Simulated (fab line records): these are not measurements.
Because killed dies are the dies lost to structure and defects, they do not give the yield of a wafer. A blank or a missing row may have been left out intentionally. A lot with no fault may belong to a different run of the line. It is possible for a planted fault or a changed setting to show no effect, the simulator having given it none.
fab line records	flow nand_harc
record: lots: 6	wafers: 18	last_day: 32
route steps=1302 shown A_ONON_D2@550 END@1302
lots that met no fault: taken from a fault-free run of the same line
start_h: the number of hours between the record's first day and the start of the first shown wafer of the lot	wait_h: hours since the lot's step before	" unchanged from the row above	L1.1+2: a single row standing in for several wafers	- value missing, or start not given	* or withheld: withheld	< > ~ a bound
route shown NAME@n: NAME is a module with steps in the file, n the number in the route of the first one	usual: the fault-free wafers' mean and standard deviation	same: alike in all rows	chamber/n: place in a boat	sites: per-site readings	_std_site: their standard deviation	_edge_site: mean of outer sites minus mean of inner sites	radius_mm: how far each site lies from the wafer's centre	mask NAME#n: copy n	behind: the most recent tool/chamber to have shaped the wafer	hold: the reason the lot was held/the length of the hold in hours/how it ended	device: which transistor (n, p or np) failed to switch	end of line: the route-end tests of the same wafers	where a step has no rows: the recipe by itself	killed: count of dies lost to structure and defects at first sort (not the wafer's yield)	map: per-die view of a wafer (x killed, . not killed, _ where there is no die)
set.NAME: the setting that was run; set.NAME@STEP: the one run at that earlier step	model.NAME: the simulator's own value behind a step, which no gauge read
a table for each step, a row for each wafer; lots at some steps of the route
services: when a tool's chamber went out of use (start_h, in hours from the record's first day, below 0 if earlier), for how many hours, and the reason
== steps ==
step: NHARC_A_ONON_D2_THK_MEAS_08
recipe: thk_meas_gauge: ellipsometry
usual: thk_nm: 1003/12
lot.wafer	tool	chamber	start_h	wait_h	thk_nm
L574.3	film_metro-02	-	275.03	-	1000
L574.4	"	-	"	"	998
L574.6	"	-	"	"	999
L579.1	film_metro-02	-	328.80	-	1000
L579.3	"	-	"	"	999
L579.6	"	-	"	"	999
L586.1	film_metro-01	-	390.76	-	982
L586.2	"	-	"	"	982
L586.6	"	-	"	"	982
L590.3	film_metro-02	-	433.18	-	981
L590.5	"	-	"	"	980
L590.6	"	-	"	"	980
L591.2	film_metro-01	-	440.33	-	1005
L591.5	"	-	"	"	1005
L591.6	"	-	"	"	1004
L597.1	film_metro-01	-	494.82	-	1012
L597.5	"	-	"	"	1014
L597.6	"	-	"	"	1013
step: NHARC_A_ONON_D2_DEP_09
recipe: target_thk_a: 10000	n2_flow_sccm: 2750	n2o_flow_sccm: 2000	nh3_flow_sccm: 500	sih4_flow_sccm: 210	temp_c: 400
step: NHARC_A_ONON_D2_THK_MEAS_11
recipe: thk_meas_gauge: ellipsometry
usual: thk_nm: 1001/10
lot.wafer	tool	chamber	start_h	wait_h	thk_nm
L574.3	film_metro-02	-	275.59	-	1011
L574.4	"	-	"	"	1011
L574.6	"	-	"	"	1010
L579.1	film_metro-02	-	329.37	-	1007
L579.3	"	-	"	"	1006
L579.6	"	-	"	"	1007
L586.1	film_metro-01	-	391.33	-	1014
L586.2	"	-	"	"	1012
L586.6	"	-	"	"	1012
L590.3	film_metro-01	-	433.75	-	993
L590.5	"	-	"	"	995
L590.6	"	-	"	"	995
L591.2	film_metro-01	-	440.90	-	1003
L591.5	"	-	"	"	1002
L591.6	"	-	"	"	1003
L597.1	film_metro-01	-	495.38	-	992
L597.5	"	-	"	"	991
L597.6	"	-	"	"	993
step: NHARC_A_ONON_D2_DEP_12
recipe: target_thk_a: 10000	n2_flow_sccm: 2750	n2o_flow_sccm: 2000	nh3_flow_sccm: 500	sih4_flow_sccm: 210	temp_c: 400
step: NHARC_A_ONON_D2_THK_MEAS_14
recipe: thk_meas_gauge: ellipsometry
usual: thk_nm: 1000/11
lot.wafer	tool	chamber	start_h	wait_h	thk_nm
L574.3	film_metro-02	-	276.15	-	1014
L574.4	"	-	"	"	1016
L574.6	"	-	"	"	1013
L579.1	film_metro-01	-	329.93	-	1006
L579.3	"	-	"	"	1004
L579.6	"	-	"	"	1004
L586.1	film_metro-02	-	391.90	-	1001
L586.2	"	-	"	"	1002
L586.6	"	-	"	"	1000
L590.3	film_metro-02	-	434.32	-	1000
L590.5	"	-	"	"	999
L590.6	"	-	"	"	998
L591.2	film_metro-02	-	441.46	-	1013
L591.5	"	-	"	"	1013
L591.6	"	-	"	"	1013
L597.1	film_metro-02	-	495.94	-	1003
L597.5	"	-	"	"	1002
L597.6	"	-	"	"	1001
step: NHARC_A_ONON_D2_ANNEAL_15
recipe: temp_c: 750	time_s: 3600
step: NHARC_A_ONON_D2_DEP_16
recipe: target_thk_a: 10000	n2_flow_sccm: 2750	n2o_flow_sccm: 2000	nh3_flow_sccm: 500	sih4_flow_sccm: 210	temp_c: 400
step: NHARC_A_ONON_D2_THK_MEAS_18
recipe: thk_meas_gauge: ellipsometry
usual: thk_nm: 997/8.1
lot.wafer	tool	chamber	start_h	wait_h	thk_nm
L574.3	film_metro-01	-	283.24	-	1003
L574.4	"	-	"	"	1002
L574.6	"	-	"	"	1002
L579.1	film_metro-01	-	337.28	-	992
L579.3	"	-	"	"	989
L579.6	"	-	"	"	992
L586.1	film_metro-02	-	399.26	-	993
L586.2	"	-	"	"	993
L586.6	"	-	"	"	993
L590.3	film_metro-01	-	441.67	-	986
L590.5	"	-	"	"	987
L590.6	"	-	"	"	986
L591.2	film_metro-01	-	449.26	-	1016
L591.5	"	-	"	"	1016
L591.6	"	-	"	"	1015
L597.1	film_metro-02	-	505.24	-	999
L597.5	"	-	"	"	999
L597.6	"	-	"	"	999
step: NHARC_A_ONON_D2_DEP_19
recipe: target_thk_a: 10000	n2_flow_sccm: 2750	n2o_flow_sccm: 2000	nh3_flow_sccm: 500	sih4_flow_sccm: 210	temp_c: 400
step: NHARC_A_ONON_D2_THK_MEAS_21
recipe: thk_meas_gauge: ellipsometry
usual: thk_nm: 998/9.7
lot.wafer	tool	chamber	start_h	wait_h	thk_nm
L574.3	film_metro-02	-	283.81	-	1003
L574.4	"	-	"	"	1002
L574.6	"	-	"	"	1002
L579.1	film_metro-01	-	337.84	-	1017
L579.3	"	-	"	"	1015
L579.6	"	-	"	"	1016
L586.1	film_metro-01	-	399.92	-	1003
L586.2	"	-	"	"	1005
L586.6	"	-	"	"	1004
L590.3	film_metro-02	-	442.23	-	987
L590.5	"	-	"	"	988
L590.6	"	-	"	"	988
L591.2	film_metro-02	-	449.82	-	987
L591.5	"	-	"	"	988
L591.6	"	-	"	"	987
L597.1	film_metro-01	-	505.81	-	995
L597.5	"	-	"	"	996
L597.6	"	-	"	"	996
step: NHARC_A_ONON_D2_DEP_22
recipe: target_thk_a: 10000	n2_flow_sccm: 2750	n2o_flow_sccm: 2000	nh3_flow_sccm: 500	sih4_flow_sccm: 210	temp_c: 400
step: NHARC_A_ONON_D2_THK_MEAS_24
recipe: thk_meas_gauge: ellipsometry
usual: thk_nm: 1003/8
lot.wafer	tool	chamber	start_h	wait_h	thk_nm
L574.3	film_metro-02	-	284.40	-	996
L574.4	"	-	"	"	997
L574.6	"	-	"	"	996
L579.1	film_metro-02	-	338.41	-	989
L579.3	"	-	"	"	989
L579.6	"	-	"	"	991
L586.1	film_metro-02	-	400.48	-	1011
L586.2	"	-	"	"	1009
L586.6	"	-	"	"	1007
L590.3	film_metro-01	-	442.80	-	997
L590.5	"	-	"	"	998
L590.6	"	-	"	"	996
L591.2	film_metro-02	-	450.53	-	998
L591.5	"	-	"	"	1000
L591.6	"	-	"	"	1000
L597.1	film_metro-02	-	506.37	-	1000
L597.5	"	-	"	"	1001
L597.6	"	-	"	"	1001
step: NHARC_A_ONON_D2_DEP_25
recipe: target_thk_a: 10000	n2_flow_sccm: 2750	n2o_flow_sccm: 2000	nh3_flow_sccm: 500	sih4_flow_sccm: 210	temp_c: 400
lot.wafer	tool	chamber	start_h	wait_h
L574.3+4+6	pecvd_onon-03	0	284.57	0.2
L579.1+3+6	pecvd_onon-02	0	338.47	0.1
L586.1+2+6	pecvd_onon-04	0	400.54	0.1
L590.3+5+6	pecvd_onon-02	0	442.97	0.2
L591.2+5+6	pecvd_onon-02	0	450.65	0.1
L597.1+5+6	pecvd_onon-03	0	506.43	0.1
step: NHARC_A_ONON_D2_THK_MEAS_27
recipe: thk_meas_gauge: ellipsometry
usual: thk_nm: 998/13
lot.wafer	tool	chamber	start_h	wait_h	thk_nm
L574.3	film_metro-01	-	284.97	-	979
L574.4	"	-	"	"	980
L574.6	"	-	"	"	981
L579.1	film_metro-02	-	338.98	-	990
L579.3	"	-	"	"	989
L579.6	"	-	"	"	991
L586.1	film_metro-01	-	401.05	-	1003
L586.2	"	-	"	"	1004
L586.6	"	-	"	"	1003
L590.3	film_metro-01	-	443.36	-	1166
L590.5	"	-	"	"	1166
L590.6	"	-	"	"	1165
L591.2	film_metro-01	-	451.09	-	1184
L591.5	"	-	"	"	1182
L591.6	"	-	"	"	1183
L597.1	film_metro-02	-	506.94	-	1019
L597.5	"	-	"	"	1018
L597.6	"	-	"	"	1017
step: NHARC_A_ONON_D2_DEP_28
recipe: target_thk_a: 10000	n2_flow_sccm: 2750	n2o_flow_sccm: 2000	nh3_flow_sccm: 500	sih4_flow_sccm: 210	temp_c: 400
step: NHARC_END_SORT_01
recipe: temp_c: 25
usual: killed_at_array: 61/26	killed_at_other: 0.8/1.1	killed_at_periphery: 4.0/2.6	killed_dies: 66/26	killed_open: 3.1/1.7	killed_short: 2.5/1.5
same: gross_dies: 677
lot.wafer	tool	chamber	start_h	wait_h	killed_at_array	killed_at_other	killed_at_periphery	killed_dies	killed_open	killed_short
L591.2	prober-01	0	720.85	2.8	674	2	1	677	3	4
L591.5	prober-01	0	723.23	3.7	676	0	1	677	4	1
L591.6	prober-01	0	724.02	4.0	673	1	3	677	1	1
L590.3	prober-02	0	727.80	3.1	670	3	4	677	4	3
L590.5	prober-02	0	729.38	3.7	675	0	2	677	3	5
L590.6	prober-02	0	730.17	3.9	673	2	2	677	2	6
killed by level:class
L591.2 A_ONON_D2:area_dep=649 A_CONTACT:chamber_film_flake=6 A_CHANNEL_HOLE_D1:chamber_film_flake=5 A_SGD_CUT:chamber_film_flake=3 A_STAIRCASE:chamber_film_flake=2 A_SLIT:chamber_film_flake=2 A_ONON_D1:geometric_particle:short=1 A_ONON_D1:geometric_particle:open=1
L591.5 A_ONON_D2:area_dep=645 A_CHANNEL_HOLE_D1:chamber_film_flake=8 A_SLIT:chamber_film_flake=6 A_STAIRCASE:chamber_film_flake=4 A_CONTACT:chamber_film_flake=3 A_SGD_CUT:chamber_film_flake=2 A_CHANNEL_FILL_D1:geometric_particle:open=1 A_STAIRCASE:geometric_particle:open=1
L591.6 A_ONON_D2:area_dep=646 A_CHANNEL_HOLE_D1:chamber_film_flake=14 A_SLIT:chamber_film_flake=4 A_CONTACT:chamber_film_flake=3 P_GATE:chamber_film_flake=2 A_STAIRCASE:geometric_particle:open=1 A_WL_FILL:geometric_particle:short=1 P_ZERO_WELL:chamber_film_flake=1
L590.3 A_ONON_D2:area_dep=585 A_CHANNEL_HOLE_D1:chamber_film_flake=32 A_SLIT:chamber_film_flake=22 A_CHANNEL_HOLE_D2:chamber_film_flake=19 A_CONTACT:chamber_film_flake=3 THIN_TSV:chamber_film_flake=3 A_SGD_CUT:geometric_particle:short=2 P_STI:chamber_film_flake=2
L590.5 A_ONON_D2:area_dep=569 A_CHANNEL_HOLE_D1:chamber_film_flake=38 A_SLIT:chamber_film_flake=31 A_CHANNEL_HOLE_D2:chamber_film_flake=24 A_ZERO_WELL:chamber_film_flake=3 A_CONTACT:chamber_film_flake=2 P_CONTACT:geometric_particle:open=1 A_SOURCE_PLATE:geometric_particle:short=1
L590.6 A_ONON_D2:area_dep=589 A_SLIT:chamber_film_flake=30 A_CHANNEL_HOLE_D1:chamber_film_flake=23 A_CHANNEL_HOLE_D2:chamber_film_flake=20 P_CONTACT:geometric_particle:short=2 A_BLC:geometric_particle:open=2 A_STAIRCASE:chamber_film_flake=2 THIN_TSV:chamber_film_flake=2
map L590.3 (x killed, . not)
____________x____________
_________xxxxxxx_________
_______xxxxxxxxxxx_______
______xxxxxxxxxxxxx______
_____xxxxxxxxxxxxxxx_____
____xxxxxxxxxxxxxxxxx____
____xxxxxxxxxxxxxxxxx____
___xxxxxxxxxxxxxxxxxxx___
___xxxxxxxxxxxxxxxxxxx___
__xxxxxxxxxxxxxxxxxxxxx__
__xxxxxxxxxxxxxxxxxxxxx__
_xxxxxxxxxxxxxxxxxxxxxxx_
_xxxxxxxxxxxxxxxxxxxxxxx_
_xxxxxxxxxxxxxxxxxxxxxxx_
_xxxxxxxxxxxxxxxxxxxxxxx_
_xxxxxxxxxxxxxxxxxxxxxxx_
xxxxxxxxxxxxxxxxxxxxxxxxx
xxxxxxxxxxxxxxxxxxxxxxxxx
xxxxxxxxxxxxxxxxxxxxxxxxx
xxxxxxxxxxxxxxxxxxxxxxxxx
xxxxxxxxxxxxxxxxxxxxxxxxx
_xxxxxxxxxxxxxxxxxxxxxxx_
_xxxxxxxxxxxxxxxxxxxxxxx_
_xxxxxxxxxxxxxxxxxxxxxxx_
_xxxxxxxxxxxxxxxxxxxxxxx_
_xxxxxxxxxxxxxxxxxxxxxxx_
__xxxxxxxxxxxxxxxxxxxxx__
__xxxxxxxxxxxxxxxxxxxxx__
___xxxxxxxxxxxxxxxxxxx___
___xxxxxxxxxxxxxxxxxxx___
____xxxxxxxxxxxxxxxxx____
____xxxxxxxxxxxxxxxxx____
_____xxxxxxxxxxxxxxx_____
______xxxxxxxxxxxxx______
_______xxxxxxxxxxx_______
_________xxxxxxx_________
____________x____________
map L591.2 (x killed, . not)
____________x____________
_________xxxxxxx_________
_______xxxxxxxxxxx_______
______xxxxxxxxxxxxx______
_____xxxxxxxxxxxxxxx_____
____xxxxxxxxxxxxxxxxx____
____xxxxxxxxxxxxxxxxx____
___xxxxxxxxxxxxxxxxxxx___
___xxxxxxxxxxxxxxxxxxx___
__xxxxxxxxxxxxxxxxxxxxx__
__xxxxxxxxxxxxxxxxxxxxx__
_xxxxxxxxxxxxxxxxxxxxxxx_
_xxxxxxxxxxxxxxxxxxxxxxx_
_xxxxxxxxxxxxxxxxxxxxxxx_
_xxxxxxxxxxxxxxxxxxxxxxx_
_xxxxxxxxxxxxxxxxxxxxxxx_
xxxxxxxxxxxxxxxxxxxxxxxxx
xxxxxxxxxxxxxxxxxxxxxxxxx
xxxxxxxxxxxxxxxxxxxxxxxxx
xxxxxxxxxxxxxxxxxxxxxxxxx
xxxxxxxxxxxxxxxxxxxxxxxxx
_xxxxxxxxxxxxxxxxxxxxxxx_
_xxxxxxxxxxxxxxxxxxxxxxx_
_xxxxxxxxxxxxxxxxxxxxxxx_
_xxxxxxxxxxxxxxxxxxxxxxx_
_xxxxxxxxxxxxxxxxxxxxxxx_
__xxxxxxxxxxxxxxxxxxxxx__
__xxxxxxxxxxxxxxxxxxxxx__
___xxxxxxxxxxxxxxxxxxx___
___xxxxxxxxxxxxxxxxxxx___
____xxxxxxxxxxxxxxxxx____
____xxxxxxxxxxxxxxxxx____
_____xxxxxxxxxxxxxxx_____
______xxxxxxxxxxxxx______
_______xxxxxxxxxxx_______
_________xxxxxxx_________
____________x____________
== services ==
tool	chamber	start_h	hours	kind
pecvd_onon-04	-	311.28	13.0	pm
pecvd_onon-02	-	366.00	13.0	pm
pecvd_onon-03	-	378.20	5.9	repair
pecvd_onon-03	-	408.33	13.0	pm
pecvd_onon-04	-	492.28	13.0	pm
== key ==
first_sign: step: NHARC_A_ONON_D2_THK_MEAS_27	reading: thk_nm	direction: up	sigmas: 14	usual: 998	struck: 1174
effect: step: NHARC_END_SORT_01	reading: killed_at_array	direction: up	sigmas: 24	usual: 61	struck: 674
more_kills_born_at: NHARC_A_ONON_D2_DEP_25@pecvd_onon-02: 3683
met_at NHARC_A_ONON_D2_DEP_25
struck_wafers L590.3,L590.5,L590.6,L591.2,L591.5,L591.6
later_rows_left_out L590.3,L590.5,L590.6,L591.2,L591.5,L591.6
tester_left_out L590,L591
onset_between 338.47 442.97
fault: kind: process_parameter_drift	tool: pecvd_onon-02	chamber: -	onset_h: 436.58	steps: NHARC_A_ONON_D2_DEP_25	channel: target_thk_a	offset: *	shape: step	end_h: 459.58	acts_in: *	stated: *
tester_left_out: of these lots the tester's yield and bins aren't shown, on N5 and GAA mostly nor the transistor test; their killed dies are dies lost to structure and defects alone, not to doping, threshold or leakage, so they don't give the yield
later_rows_left_out: the simulator's readings of these wafers behind a module that went badly wrong aren't trusted and aren't shown, but for the sort
